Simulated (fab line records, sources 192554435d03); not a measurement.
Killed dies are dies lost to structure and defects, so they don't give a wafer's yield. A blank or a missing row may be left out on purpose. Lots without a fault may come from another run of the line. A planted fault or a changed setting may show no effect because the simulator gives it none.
Which tool did it? | flow n5_finfet | 24 lots, 72 wafers sampled, at 6 steps of a route of 1938

WHAT THE GAUGES READ, wafer by wafer
N5_BEOL_M8_CD_MEAS_18: pitch 80 nm, target cd 40 nm.
lot  | measured     | on        | cd_nm (nm)
L074 | day 12 13:29 | cd_sem-02 | 41.5 39.4 40.3
L077 | day 13 05:37 | cd_sem-03 | 40.2 40.3 38.9
L075 | day 13 13:50 | cd_sem-03 | 38.9 39.0 38.9
L076 | day 13 16:44 | cd_sem-01 | 40.2 39.4 39.9
L080 | day 13 21:14 | cd_sem-03 | 40.2 40.3 40.1
L078 | day 14 02:05 | cd_sem-01 | 39.2 39.2 38.6
L082 | day 14 06:18 | cd_sem-03 | 38.7 38.5 38.6
L079 | day 14 09:54 | cd_sem-03 | 39.8 40.4 39.7
L086 | day 15 00:20 | cd_sem-02 | 40.6 41.5 40.2
L081 | day 15 08:57 | cd_sem-03 | 39.0 39.3 39.5
L084 | day 15 16:45 | cd_sem-03 | 39.6 38.1 39.7
L083 | day 15 19:00 | cd_sem-02 | 37.9 38.3 39.9
L085 | day 16 09:43 | cd_sem-02 | 40.7 39.7 39.8
L090 | day 16 18:32 | cd_sem-03 | 38.7 39.8 39.6
L089 | day 17 05:44 | cd_sem-02 | 39.1 41.0 39.4
L088 | day 17 06:00 | cd_sem-02 | 39.8 39.6 40.9
L087 | day 17 09:16 | cd_sem-03 | 39.1 39.9 38.9
L091 | day 17 12:38 | cd_sem-03 | 38.3 38.9 38.5
L092 | day 17 12:49 | cd_sem-02 | 39.8 39.4 39.5
L094 | day 17 17:26 | cd_sem-02 | 38.7 39.0 38.6
L096 | day 17 17:43 | cd_sem-03 | 39.7 39.4 40.2
L093 | day 18 16:18 | cd_sem-03 | 39.2 39.3 39.7
L095 | day 18 16:38 | cd_sem-01 | 39.7 39.5 39.6
L097 | day 19 02:28 | cd_sem-01 | 38.8 39.3 40.2

N5_BEOL_M8_CD_MEAS_28: target cd 40 nm.
lot  | measured     | on        | cd_nm (nm)
L074 | day 12 14:53 | cd_sem-02 | 39.77 40.05 39.64
L077 | day 13 05:58 | cd_sem-01 | 40.10 40.01 39.61
L075 | day 13 15:19 | cd_sem-01 | 40.15 40.12 40.16
L076 | day 13 18:58 | cd_sem-03 | 39.50 39.94 40.13
L080 | day 14 00:19 | cd_sem-03 | 40.26 39.97 40.03
L078 | day 14 04:01 | cd_sem-01 | 39.96 39.98 39.60
L082 | day 14 09:23 | cd_sem-01 | 40.01 40.30 39.49
L079 | day 14 12:56 | cd_sem-02 | 40.52 39.78 40.53
L086 | day 15 00:52 | cd_sem-03 | 40.19 40.12 39.73
L081 | day 15 09:51 | cd_sem-02 | 40.15 40.07 40.05
L084 | day 15 17:12 | cd_sem-02 | 40.40 39.91 40.09
L083 | day 15 19:22 | cd_sem-03 | 40.05 40.26 40.26
L085 | day 16 12:50 | cd_sem-02 | 40.12 39.78 40.04
L090 | day 16 20:13 | cd_sem-02 | 40.15 39.91 40.25
L089 | day 17 07:44 | cd_sem-02 | 40.08 39.83 40.18
L088 | day 17 07:38 | cd_sem-03 | 40.19 39.95 39.58
L087 | day 17 10:38 | cd_sem-03 | 39.94 40.28 40.21
L091 | day 17 15:52 | cd_sem-02 | 39.77 40.45 39.84
L092 | day 17 16:10 | cd_sem-02 | 40.26 40.33 40.48
L094 | day 17 18:56 | cd_sem-01 | 40.04 39.91 40.00
L096 | day 17 19:20 | cd_sem-03 | 40.11 39.72 40.00
L093 | day 18 16:37 | cd_sem-02 | 40.24 40.15 39.75
L095 | day 18 16:57 | cd_sem-01 | 39.96 39.66 39.58
L097 | day 19 02:59 | cd_sem-03 | 39.96 39.96 40.46

N5_BEOL_M9_INSPECT_13: inspects for defects (brightfield).
lot  | measured     | on                | raw_defect_count
L074 | day 12 20:18 | defect_inspect-02 | 512 419 431
L077 | day 13 11:59 | defect_inspect-02 | 296 261 270
L075 | day 13 20:25 | defect_inspect-01 | 430 541 496
L076 | day 14 01:47 | defect_inspect-02 | 471 453 515
L080 | day 14 08:55 | defect_inspect-01 | 526 745 485
L078 | day 14 09:32 | defect_inspect-02 | 541 432 356
L082 | day 14 14:28 | defect_inspect-02 | 425 448 419
L079 | day 14 19:08 | defect_inspect-02 | 296 585 428
L086 | day 15 09:26 | defect_inspect-02 | 523 370 403
L081 | day 16 04:26 | defect_inspect-02 | 523 488 522
L084 | day 16 08:58 | defect_inspect-01 | 357 469 428
L083 | day 16 09:22 | defect_inspect-01 | 296 316 322
L085 | day 16 21:44 | defect_inspect-01 | 503 405 356
L090 | day 17 01:20 | defect_inspect-02 | 416 425 405
L089 | day 17 12:28 | defect_inspect-01 | 248 362 407
L088 | day 17 12:17 | defect_inspect-01 | 397 338 385
L087 | day 17 16:46 | defect_inspect-02 | 443 318 384
L091 | day 17 20:50 | defect_inspect-01 | 470 429 301
L092 | day 17 22:52 | defect_inspect-02 | 444 513 472
L094 | day 18 01:57 | defect_inspect-02 | 489 343 323
L096 | day 18 02:15 | defect_inspect-01 | 417 413 315
L093 | day 19 01:00 | defect_inspect-02 | 232 305 270
L095 | day 19 01:42 | defect_inspect-02 | 366 447 336
L097 | day 19 08:51 | defect_inspect-01 | 399 349 377

N5_BEOL_M9_CD_MEAS_18: pitch 140 nm, target cd 70 nm.
lot  | measured     | on        | cd_nm (nm)
L074 | day 12 20:47 | cd_sem-01 | 69.7 68.9 69.8
L077 | day 13 12:53 | cd_sem-01 | 70.1 68.9 71.4
L075 | day 13 20:54 | cd_sem-03 | 69.2 69.0 69.1
L076 | day 14 02:17 | cd_sem-03 | 70.3 69.8 71.4
L080 | day 14 09:25 | cd_sem-02 | 69.7 69.4 69.6
L078 | day 14 10:18 | cd_sem-02 | 68.5 69.2 69.3
L082 | day 14 14:57 | cd_sem-03 | 69.0 69.8 70.0
L079 | day 14 19:38 | cd_sem-03 | 69.1 68.6 70.7
L086 | day 15 10:10 | cd_sem-02 | 71.0 70.5 68.7
L081 | day 16 04:56 | cd_sem-02 | 70.6 70.0 69.3
L084 | day 16 09:26 | cd_sem-02 | 70.3 71.1 70.2
L083 | day 16 09:52 | cd_sem-02 | 69.9 70.5 69.7
L085 | day 16 22:14 | cd_sem-02 | 69.1 69.3 70.4
L090 | day 17 01:53 | cd_sem-03 | 70.4 69.3 69.0
L089 | day 17 13:01 | cd_sem-03 | 69.4 71.9 69.4
L088 | day 17 12:46 | cd_sem-03 | 70.3 69.3 69.9
L087 | day 17 17:16 | cd_sem-01 | 70.3 69.9 70.2
L091 | day 17 21:25 | cd_sem-03 | 69.6 69.1 69.7
L092 | day 17 23:22 | cd_sem-01 | 69.1 71.6 69.8
L094 | day 18 02:38 | cd_sem-03 | 70.7 71.0 69.4
L096 | day 18 02:56 | cd_sem-03 | 69.5 68.5 70.7
L093 | day 19 01:52 | cd_sem-02 | 69.3 68.9 70.2
L095 | day 19 02:25 | cd_sem-01 | 70.7 70.3 69.4
L097 | day 19 09:20 | cd_sem-01 | 70.3 69.6 70.7

WHICH TOOL RAN EACH LOT (tool, then ch and the chambers of the sampled wafers, then the start)
lot  | N5_BEOL_M8_ETCH_41                            | N5_BEOL_M8_SPUTTER_48
L074 | rie_diel-04 ch 0,2,3, day 12 16:41 or earlier | pvd_sputter-02, day 12 16:41
L077 | rie_diel-03 ch 1,2, day 13 08:59 or earlier   | pvd_sputter-02, day 13 08:59
L075 | rie_diel-03 ch 1,2,3, day 13 17:13 or earlier | pvd_sputter-02, day 13 17:13
L076 | rie_diel-04 ch 1,3, day 13 21:26 or earlier   | pvd_sputter-03, day 13 21:26
L080 | rie_diel-03 ch 1,2, day 14 04:28 or earlier   | pvd_sputter-02, day 14 04:28
L078 | rie_diel-03 ch 1,2, day 14 06:21 or earlier   | pvd_sputter-02, day 14 06:21
L082 | rie_diel-03 ch 1,3, day 14 11:08 or earlier   | pvd_sputter-02, day 14 11:08
L079 | rie_diel-03 ch 1,2,3, day 14 16:31 or earlier | pvd_sputter-03, day 14 16:31
L086 | rie_diel-04 ch 0,2,3, day 15 04:15 or earlier | pvd_sputter-01, day 15 04:15
L081 | rie_diel-03 ch 1,2,3, day 15 21:58 or earlier | pvd_sputter-02, day 15 21:58
L084 | rie_diel-01 ch 2,3, day 16 01:07 or earlier   | pvd_sputter-01, day 16 01:07
L083 | rie_diel-03 ch 0,2, day 16 02:27 or earlier   | pvd_sputter-03, day 16 02:27
L085 | rie_diel-03 ch 0,1,3, day 16 16:47 or earlier | pvd_sputter-01, day 16 16:47
L090 | rie_diel-03 ch 1,3, day 16 22:15 or earlier   | pvd_sputter-03, day 16 22:15
L089 | rie_diel-01 ch 0,1,2, day 17 09:41 or earlier | pvd_sputter-01, day 17 09:41
L088 | rie_diel-03 ch 0,3, day 17 09:17 or earlier   | pvd_sputter-02, day 17 09:17
L087 | rie_diel-03 ch 0,1, day 17 12:54 or earlier   | pvd_sputter-02, day 17 12:54
L091 | rie_diel-03 ch 0,1,3, day 17 17:53 or earlier | pvd_sputter-01, day 17 17:53
L092 | rie_diel-03 ch 1,3, day 17 19:05 or earlier   | pvd_sputter-02, day 17 19:05
L094 | rie_diel-01 ch 0,2,3, day 17 21:32 or earlier | pvd_sputter-03, day 17 21:32
L096 | rie_diel-03 ch 0,1,3, day 17 21:55 or earlier | pvd_sputter-03, day 17 21:55
L093 | rie_diel-03 ch 0,3, day 18 20:14 or earlier   | pvd_sputter-01, day 18 20:14
L095 | rie_diel-03 ch 0,3, day 18 21:04 or earlier   | pvd_sputter-03, day 18 21:04
L097 | rie_diel-04 ch 0,1, day 19 05:16 or earlier   | pvd_sputter-02, day 19 05:16
- N5_BEOL_M8_ETCH_41: etches SiCN in CH3F/O2, target depth 31.9 nm, time 57.8 s.
- N5_BEOL_M8_SPUTTER_48: material Cu, target thk 10 nm, time 1.667 s.

WHAT THE TOOLS THEMSELVES READ (means of the sampled wafers that have a number; where no wafer has one, the mark that the record gives instead)
N5_BEOL_M8_ETCH_41.
lot  | tool        | chamber_pressure_mTorr (mTorr) | drypump_motor_current_A (A) | oes_product_au (a.u.) | rf_vpp_V (V) | showerhead_plenum_p_Torr (Torr) | throttle_valve_pct (%)
L074 | rie_diel-04 | 29.994                         | 5.51                        | 0.84                  | 298.4        | 2.01                            | 16.34
L077 | rie_diel-03 | 30.010                         | 5.83                        | 0.74                  | 296.5        | 1.97                            | 16.55
L075 | rie_diel-03 | 29.991                         | 5.81                        | 0.74                  | 296.9        | 1.97                            | 16.47
L076 | rie_diel-04 | 30.001                         | 5.44                        | 0.76                  | 297.7        | 2.00                            | 16.43
L080 | rie_diel-03 | 30.018                         | 5.83                        | 0.73                  | 295.7        | 1.97                            | 16.56
L078 | rie_diel-03 | 30.017                         | 5.88                        | 0.70                  | 297.2        | 2.01                            | 16.52
L082 | rie_diel-03 | 30.030                         | 5.70                        | 0.75                  | 295.7        | 1.91                            | 16.44
L079 | rie_diel-03 | 30.003                         | 5.80                        | 0.71                  | 296.9        | 1.96                            | 16.49
L086 | rie_diel-04 | 30.000                         | 5.51                        | 0.82                  | 297.3        | 2.01                            | 16.37
L081 | rie_diel-03 | 29.992                         | 5.80                        | 0.72                  | 295.6        | 1.96                            | 16.50
L084 | rie_diel-01 | 30.018                         | 5.70                        | 0.75                  | 296.8        | 1.97                            | 16.52
L083 | rie_diel-03 | 30.002                         | 5.82                        | 0.76                  | 298.6        | 2.02                            | 16.34
L085 | rie_diel-03 | 29.976                         | 5.64                        | 0.79                  | 295.9        | 1.92                            | 16.34
L090 | rie_diel-03 | 29.990                         | 5.69                        | 0.73                  | 294.5        | 1.90                            | 16.49
L089 | rie_diel-01 | 29.946                         | 5.64                        | 0.74                  | 296.8        | 1.99                            | 16.57
L088 | rie_diel-03 | 29.994                         | 5.61                        | 0.79                  | 295.0        | 1.92                            | 16.27
L087 | rie_diel-03 | 30.008                         | 5.68                        | 0.79                  | 296.5        | 1.93                            | 16.44
L091 | rie_diel-03 | 29.992                         | 5.66                        | 0.78                  | 295.6        | 1.92                            | 16.36
L092 | rie_diel-03 | 30.019                         | 5.73                        | 0.72                  | 295.0        | 1.91                            | 16.59
L094 | rie_diel-01 | 29.984                         | 5.73                        | 0.76                  | 296.8        | 1.94                            | 16.40
L096 | rie_diel-03 | 30.003                         | 5.64                        | 0.78                  | 296.3        | 1.92                            | 16.37
L093 | rie_diel-03 | 30.034                         | 5.58                        | 0.82                  | 295.3        | 1.93                            | 16.16
L095 | rie_diel-03 | 29.974                         | 5.60                        | 0.76                  | 296.3        | 1.92                            | 16.30
L097 | rie_diel-04 | 29.968                         | 5.85                        | 0.81                  | 296.6        | 1.92                            | 16.32

N5_BEOL_M8_SPUTTER_48.
lot  | tool           | bias_v (V) | chuck_gas_flow_sccm (sccm) | susceptor_temp_C (C) | throttle_valve_pct (%)
L074 | pvd_sputter-02 | 60.1       | 1.31                       | -19.93               | 29.8
L077 | pvd_sputter-02 | 59.9       | 1.26                       | -19.95               | 30.1
L075 | pvd_sputter-02 | 59.7       | 1.22                       | -19.98               | 30.0
L076 | pvd_sputter-03 | 60.5       | 1.19                       | -20.02               | 30.0
L080 | pvd_sputter-02 | 59.6       | 1.24                       | -19.99               | 30.0
L078 | pvd_sputter-02 | 60.5       | 1.25                       | -20.17               | 29.6
L082 | pvd_sputter-02 | 60.2       | 1.23                       | -19.98               | 29.9
L079 | pvd_sputter-03 | 60.2       | 1.20                       | -19.98               | 29.9
L086 | pvd_sputter-01 | 59.8       | 1.33                       | -19.99               | 29.5
L081 | pvd_sputter-02 | 60.3       | 1.27                       | -20.05               | 30.1
L084 | pvd_sputter-01 | 60.0       | 1.22                       | -19.91               | 29.5
L083 | pvd_sputter-03 | 60.1       | 1.26                       | -19.88               | 29.4
L085 | pvd_sputter-01 | 60.2       | 1.23                       | -19.95               | 30.1
L090 | pvd_sputter-03 | 60.7       | 1.19                       | -20.09               | 31.0
L089 | pvd_sputter-01 | 60.9       | 1.25                       | -20.00               | 29.6
L088 | pvd_sputter-02 | 59.8       | 1.27                       | -20.08               | 30.3
L087 | pvd_sputter-02 | 59.9       | 1.30                       | -19.95               | 29.6
L091 | pvd_sputter-01 | 59.9       | 1.27                       | -19.95               | 30.0
L092 | pvd_sputter-02 | 60.4       | 1.30                       | -20.10               | 29.9
L094 | pvd_sputter-03 | 59.7       | 1.21                       | -20.02               | 30.1
L096 | pvd_sputter-03 | 60.4       | 1.25                       | -19.95               | 29.7
L093 | pvd_sputter-01 | 59.7       | 1.28                       | -20.04               | 30.2
L095 | pvd_sputter-03 | 59.3       | 1.30                       | -19.97               | 31.0
L097 | pvd_sputter-02 | 60.8       | 1.25                       | -20.11               | 30.0

THE ANSWER, worked out from the rows above alone
Rule: what is usual is taken from the lots themselves. Put in order of their means at a reading, lots are off if they are a third of the lots or fewer, leave a main group of 4 or more, and stand apart from it by a gap of 3 or more times the standard deviation of the main group's means; of several such gaps the widest counts. A main group whose means are all the same, to the digits that the tables above print for the reading, isn't used. A lot without any number at a reading at which 4 lots or more have one is off too. The other lots that the step has rows for count as sound. The gauges are gone through in route order, then the tools' own readings, and for those a lot's mean is taken as printed above. The first step at which some lot is off is used, and at that step the reading that is off furthest; a lot without a number counts as furthest.
No lot is off at any reading shown: from this, nothing can be told.

WHAT THE SIMULATOR HAD PUT IN
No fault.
